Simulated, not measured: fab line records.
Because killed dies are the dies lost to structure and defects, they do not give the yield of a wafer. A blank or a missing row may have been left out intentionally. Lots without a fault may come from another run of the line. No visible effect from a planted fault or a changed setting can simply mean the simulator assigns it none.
Which tool did it? | flow n5-finfet | 9 lots with 27 wafers sampled at 6 steps, on a route of 1938 steps

WHAT THE GAUGES SHOWED, per wafer
N5_MOL_CONTACT_COAG_INSPECT_10: inspects for defects (brightfield). Usual: raw-defect-count at 78, with a standard deviation of 33.
lot  | measured     | on                | raw-defect-count | flag
L195 | day 4 21:20  | defect-inspect-01 | 50 36 52         |
L198 | day 5 08:59  | defect-inspect-02 | 35 49 50         |
L200 | day 5 23:02  | defect-inspect-01 | 96 92 49         |
L205 | day 7 06:57  | defect-inspect-02 | 183 76 98        |
L207 | day 7 21:08  | defect-inspect-02 | 66 177 79        |
L210 | day 8 09:07  | defect-inspect-02 | 62 63 87         |
L215 | day 9 18:18  | defect-inspect-01 | 61 92 105        |
L216 | day 9 21:07  | defect-inspect-01 | 39 70 56         |
L217 | day 10 08:37 | defect-inspect-01 | 105 80 99        |

N5_BEOL_M4_RC_MEAS_101. Usual: DIBL_N 36.3 mV/V, standard deviation 1.4; DIBL_P 36.2 mV/V, standard deviation 1.5; IOFF_N 0.160 nA/um, standard deviation 0.021; IOFF_P 0.211 nA/um, standard deviation 0.027; ION_N 676 uA/um, standard deviation 7.7; ION_P 463 uA/um, standard deviation 5.5; SS_N 71.4 mV/dec, standard deviation 0.57; SS_P 73.3 mV/dec, standard deviation 0.58; VT_N 249.3 mV, standard deviation 2.5; VT_P -250.1 mV, standard deviation 2.6.
lot  | measured     | on        | DIBL_N (mV/V)  | DIBL_P (mV/V)  | IOFF_N (nA/um)    | IOFF_P (nA/um)    | ION_N (uA/um) | ION_P (uA/um) | SS_N (mV/dec)  | SS_P (mV/dec)  | VT_N (mV)         | VT_P (mV)            | flag
L195 | day 7 19:00  | prober-01 | 34.3 35.3 36.3 | 34.3 34.4 35.6 | 0.147 0.144 0.168 | 0.183 0.182 0.192 | 673 667 679   | 460 455 460   | 71.0 71.3 72.2 | 73.4 73.5 73.1 | 249.2 251.0 247.8 | -253.5 -253.1 -251.2 |
L198 | day 8 15:43  | prober-02 | 37.4 37.2 37.6 | 37.7 36.4 37.6 | 0.176 0.156 0.172 | 0.234 0.216 0.230 | 681 669 673   | 472 460 465   | 71.2 71.7 71.4 | 74.2 74.4 73.6 | 245.6 251.1 246.3 | -246.2 -246.7 -246.6 |
L200 | day 9 00:44  | prober-02 | 34.6 36.3 37.5 | 34.4 36.7 37.7 | 0.129 0.158 0.168 | 0.152 0.173 0.185 | 674 669 671   | 452 454 449   | 71.2 71.3 72.1 | 73.3 74.3 74.0 | 254.6 249.1 251.6 | -257.9 -257.4 -253.5 |
L205 | day 11 04:47 | prober-01 | 34.8 37.6 35.2 | 33.4 37.7 33.9 | 0.129 0.172 0.131 | 0.172 0.227 0.173 | 665 680 677   | 459 464 459   | 71.0 71.2 71.1 | 72.6 73.9 72.5 | 253.6 246.5 250.5 | -249.8 -248.4 -249.7 |
L207 | day 11 06:19 | prober-02 | 36.0 37.8 36.2 | 36.1 38.2 35.8 | 0.147 0.174 0.149 | 0.180 0.200 0.172 | 659 682 663   | 455 460 446   | 72.1 71.9 71.4 | 73.0 74.3 72.8 | 251.5 248.3 252.0 | -253.5 -251.7 -255.1 |
L210 | day 11 20:47 | prober-02 | 35.1 38.3 39.6 | 33.8 38.1 38.9 | 0.132 0.192 0.220 | 0.212 0.283 0.301 | 677 686 697   | 465 475 480   | 70.5 72.5 72.0 | 72.9 73.9 74.3 | 249.9 246.7 242.6 | -245.2 -245.0 -244.7 |
L215 | day 13 08:55 | prober-02 | 36.2 33.3 35.4 | 37.0 34.4 36.0 | 0.155 0.112 0.134 | 0.210 0.168 0.185 | 681 667 676   | 465 460 465   | 71.0 70.5 71.1 | 72.6 72.3 72.1 | 248.7 252.3 250.8 | -248.2 -251.6 -252.4 |
L216 | day 13 12:47 | prober-01 | 36.7 34.1 34.5 | 38.9 35.2 36.2 | 0.172 0.128 0.141 | 0.245 0.191 0.199 | 678 662 671   | 468 462 461   | 71.2 70.9 70.6 | 73.8 72.5 73.5 | 248.6 250.9 251.8 | -249.6 -248.4 -251.2 |
L217 | day 13 20:19 | prober-01 | 36.9 36.1 37.2 | 37.2 36.4 37.9 | 0.179 0.162 0.189 | 0.233 0.231 0.242 | 680 683 687   | 468 469 471   | 71.7 71.4 72.7 | 73.4 74.0 74.3 | 249.0 249.9 247.6 | -246.6 -250.1 -248.8 |

EACH LOT AND THE TOOL THAT RAN IT (in order: tool; ch and the chambers of the sampled wafers; start)
lot  | N5_MOL_CONTACT_COAG_ETCH_110      | N5_MOL_CONTACT_COAG_CO_FILL_22  | N5_MOL_CONTACT_COAG_SPUTTER_130 | N5_MOL_CONTACT_COAG_CMP_23
L195 | rie-diel-04 ch 0,2,3, day 4 21:50 | cvd-co-01 ch 0,1,2, day 5 00:13 | pvd-sputter-02, day 5 03:13     | cmp-04 ch 0,1,2, day 5 03:23
L198 | rie-diel-05 ch 0,3, day 5 09:39   | cvd-co-02 ch 1,2, day 5 12:43   | pvd-sputter-01, day 5 15:58     | cmp-04 ch 1,2,3, day 5 16:09
L200 | rie-diel-04 ch 1,2, day 5 23:21   | cvd-co-02 ch 0,2, day 6 01:00   | pvd-sputter-03, day 6 03:37     | cmp-02 ch 2,3, day 6 03:52
L205 | rie-diel-05 ch 0,2,3, day 7 07:39 | cvd-co-01 ch 0,1,2, day 7 12:21 | pvd-sputter-01, day 7 15:31     | cmp-02 ch 0,2,3, day 7 15:42
L207 | rie-diel-05 ch 2,3, day 7 21:31   | cvd-co-01 ch 0,2, day 7 23:22   | pvd-sputter-02, day 8 06:29     | cmp-03 ch 0,2,3, day 8 06:47
L210 | rie-diel-05 ch 0,1,2, day 8 09:25 | cvd-co-02 ch 1,2, day 8 12:01   | pvd-sputter-02, day 8 14:31     | cmp-02 ch 0,2,3, day 8 14:41
L215 | rie-diel-04 ch 0,2,3, day 9 18:56 | cvd-co-01 ch 0,1, day 9 21:59   | pvd-sputter-01, day 10 01:14    | cmp-02 ch 0,1,3, day 10 01:25
L216 | rie-diel-06 ch 0,1, day 9 21:26   | cvd-co-02 ch 0,1, day 10 01:00  | pvd-sputter-03, day 10 02:46    | cmp-04 ch 1,3, day 10 02:59
L217 | rie-diel-05 ch 1,2, day 10 09:06  | cvd-co-01 ch 0,1, day 10 13:18  | pvd-sputter-01, day 10 15:54    | cmp-02 ch 1,2,3, day 10 16:09
- N5_MOL_CONTACT_COAG_ETCH_110: etches Si in CF4/O2, target depth 2.5 nm, time 8 s.
- N5_MOL_CONTACT_COAG_CO_FILL_22: material Co, precursor CCTBA/H2, target thk 20 nm.
- N5_MOL_CONTACT_COAG_SPUTTER_130: material Co, target thk 47.5 nm.
- N5_MOL_CONTACT_COAG_CMP_23: polishes, stops on SiO2, t overpolish 1.5 s, target thk 0 nm.

WHAT THE TOOLS THEMSELVES READ (means of the sampled wafers that have a number; where no wafer has one, the mark that the record gives instead)
N5_MOL_CONTACT_COAG_ETCH_110. Usual: value, then standard deviation, for each; cf4-flow-sccm 100.03 sccm / 0.29; drypump-motor-current-A 5.7 A / 0.32; oes_f_703_au 0.81 a.u. / 0.089; oes-product-au 0.82 a.u. / 0.095; rf-vpp-V 128.4 V / 1.5; showerhead-plenum-p-Torr 2.26 Torr / 0.058; throttle-valve-pct 10.59 % / 0.28.
lot  | tool        | cf4-flow-sccm (sccm) | drypump-motor-current-A (A) | oes_f_703_au (a.u.) | oes-product-au (a.u.) | rf-vpp-V (V) | showerhead-plenum-p-Torr (Torr) | throttle-valve-pct (%) | flag
L195 | rie-diel-04 | 100.02               | 5.6                         | 0.82                | 0.82                  | 128.9        | 2.27                            | 10.69                  |
L198 | rie-diel-05 | 99.82                | 5.6                         | 0.69                | 0.68                  | 127.3        | 2.17                            | 11.06                  |
L200 | rie-diel-04 | 100.01               | 5.9                         | 0.85                | 0.86                  | 128.9        | 2.26                            | 10.58                  |
L205 | rie-diel-05 | 99.77                | 5.6                         | 0.84                | 0.85                  | 127.3        | 2.28                            | 10.55                  |
L207 | rie-diel-05 | 100.24               | 5.8                         | 0.81                | 0.83                  | 127.9        | 2.24                            | 10.43                  |
L210 | rie-diel-05 | 99.94                | 5.5                         | 0.84                | 0.86                  | 127.5        | 2.32                            | 10.43                  |
L215 | rie-diel-04 | 100.09               | 5.6                         | 0.84                | 0.85                  | 129.6        | 2.26                            | 10.56                  |
L216 | rie-diel-06 | 99.72                | 6.1                         | 0.77                | 0.77                  | 126.8        | 2.26                            | 10.66                  |
L217 | rie-diel-05 | 99.96                | 5.7                         | 0.77                | 0.78                  | 128.0        | 2.29                            | 10.51                  |

N5_MOL_CONTACT_COAG_CO_FILL_22. Usual: chamber-pressure-Torr 30.00 Torr, standard deviation 0.067; heater-power-w 247 W, standard deviation 22.
lot  | tool      | chamber-pressure-Torr (Torr) | heater-power-w (W) | flag
L195 | cvd-co-01 | 29.99                        | 242                |
L198 | cvd-co-02 | 30.01                        | 275                |
L200 | cvd-co-02 | 30.03                        | 252                |
L205 | cvd-co-01 | 29.99                        | 239                |
L207 | cvd-co-01 | 30.05                        | 254                |
L210 | cvd-co-02 | 29.93                        | 278                |
L215 | cvd-co-01 | 30.00                        | 245                |
L216 | cvd-co-02 | 29.98                        | 256                |
L217 | cvd-co-01 | 30.11                        | 250                |

N5_MOL_CONTACT_COAG_SPUTTER_130. Usual: throttle-valve-pct at 30.2 %, with a standard deviation of 0.97.
lot  | tool           | throttle-valve-pct (%) | flag
L195 | pvd-sputter-02 | 30.3                   |
L198 | pvd-sputter-01 | 30.1                   |
L200 | pvd-sputter-03 | 29.9                   |
L205 | pvd-sputter-01 | 31.0                   |
L207 | pvd-sputter-02 | 30.3                   |
L210 | pvd-sputter-02 | 30.5                   |
L215 | pvd-sputter-01 | 30.5                   |
L216 | pvd-sputter-03 | 30.8                   |
L217 | pvd-sputter-01 | 29.8                   |

N5_MOL_CONTACT_COAG_CMP_23. Usual: motor-current-A 8.3 A, standard deviation 0.93; time-to-endpoint-s 9.0 s, standard deviation 2.1.
lot  | tool   | motor-current-A (A) | time-to-endpoint-s (s) | flag
L195 | cmp-04 | 8.6                 | 6.7                    |
L198 | cmp-04 | 9.2                 | 8.9                    |
L200 | cmp-02 | 7.5                 | 11.0                   |
L205 | cmp-02 | 7.6                 | 11.7                   |
L207 | cmp-03 | 8.7                 | 8.0                    |
L210 | cmp-02 | 7.6                 | 16.9                   | OFF
L215 | cmp-02 | 8.0                 | 6.4                    |
L216 | cmp-04 | 9.0                 | 9.0                    |
L217 | cmp-02 | 8.1                 | 7.4                    |

THE ANSWER, worked out from the rows above alone
Rule: take the mean of a lot's wafers that have a number; if it is more than 3 standard deviations from the usual mean, the lot is off. A lot without any number at a reading at which 4 lots or more have one is off too. Where the step has rows for the other lots, those lots are counted as sound. After the gauges, taken in route order, come the tools' own readings; for these a lot's mean is taken, as printed above. The first step at which some lot is off is used, and at that step the reading that is off furthest; a lot without a number counts as furthest.
Off: L210 (N5_MOL_CONTACT_COAG_CMP_23, time-to-endpoint-s).
If a tool, at that step or one of the process steps before it, ran each lot that is off and ran no sound lot following the first of them, it fits. One fits: N5_MOL_CONTACT_COAG_SPUTTER_130 on pvd-sputter-02. A fault onset in the window from L207 (day 8 06:29, its last sound lot) to L210 (day 8 14:31, its first lot off) fits.

WHAT THE SIMULATOR HAD INSERTED
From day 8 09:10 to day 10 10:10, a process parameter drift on pvd-sputter-02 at N5_MOL_CONTACT_COAG_SPUTTER_130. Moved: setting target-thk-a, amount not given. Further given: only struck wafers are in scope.
Shown lots that were struck: L210. The rule given above showed the same thing.
